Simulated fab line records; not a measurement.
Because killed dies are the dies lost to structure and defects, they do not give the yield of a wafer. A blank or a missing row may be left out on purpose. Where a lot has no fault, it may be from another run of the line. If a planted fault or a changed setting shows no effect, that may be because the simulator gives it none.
What tool caused it?    flow nand harc    24 lots (72 wafers sampled), 1 step of a 1159-step route

WHAT EACH GAUGE READ, for each wafer
NHARC_A_CHANNEL_HOLE_D1_INSPECT_12.
lot   measured      on                 raw defect count
L076  day 8 14:46   defect inspect-01  6 6 8
L075  day 8 15:09   defect inspect-01  5 11 3
L077  day 8 15:39   defect inspect-01  4 8 6
L074  day 8 16:49   defect inspect-02  6 6 7
L078  day 9 05:58   defect inspect-01  7 6 5
L079  day 9 06:59   defect inspect-02  8 6 7
L082  day 10 00:08  defect inspect-01  9 7 0
L080  day 10 00:38  defect inspect-02  5 5 6
L081  day 10 00:52  defect inspect-01  10 3 6
L083  day 10 09:21  defect inspect-01  6 1 2
L084  day 10 09:30  defect inspect-01  5 1 4
L088  day 11 06:10  defect inspect-02  7 1 4
L085  day 11 06:31  defect inspect-02  5 4 3
L086  day 11 07:58  defect inspect-02  11 7 6
L087  day 11 20:15  defect inspect-02  1 9 9
L090  day 12 03:38  defect inspect-02  6 5 5
L089  day 12 04:34  defect inspect-02  3 3 5
L091  day 12 12:32  defect inspect-02  4 2 3
L092  day 12 13:38  defect inspect-02  4 2 6
L093  day 12 17:43  defect inspect-02  3 5 5
L095  day 13 02:54  defect inspect-02  4 2 5
L094  day 13 03:05  defect inspect-01  4 6 5
L096  day 13 13:04  defect inspect-01  8 2 8
L097  day 14 01:03  defect inspect-01  7 2 5

EACH LOT AND THE TOOL THAT RAN IT (in order: tool; ch and the chambers of the sampled wafers; start)
There is no process step in the record ahead of these readings.

AS READ BY THE TOOLS THEMSELVES (means over the sampled wafers that have a number; for cases with no such wafer, the mark the record gives instead)
The record holds no such reading with a usual standard deviation.

THE ANSWER, worked out from the rows above alone
Rule: what is usual is taken from the lots themselves. Put in order of their means at a reading, lots are off if they are a third of the lots or fewer, leave a main group of 4 or more, and stand apart from it by a gap of 3 or more times the standard deviation of the main group's means; of several such gaps the widest counts. The tables above print the reading to a certain number of digits; a main group whose means all agree to those digits is not used. Also off: a lot with no number at a reading for which 4 or more lots have one. All remaining lots with rows at the step are treated as sound. Order of review: gauges by route order, followed by the tools' own readings, for which a lot's mean as printed above is used. At the first step where some lot is off, the reading lying furthest off is the one used; lots without a number count as furthest.
Across all readings shown, no lot is off: no conclusion can be drawn from this.

WHAT WAS PUT IN BY THE SIMULATOR
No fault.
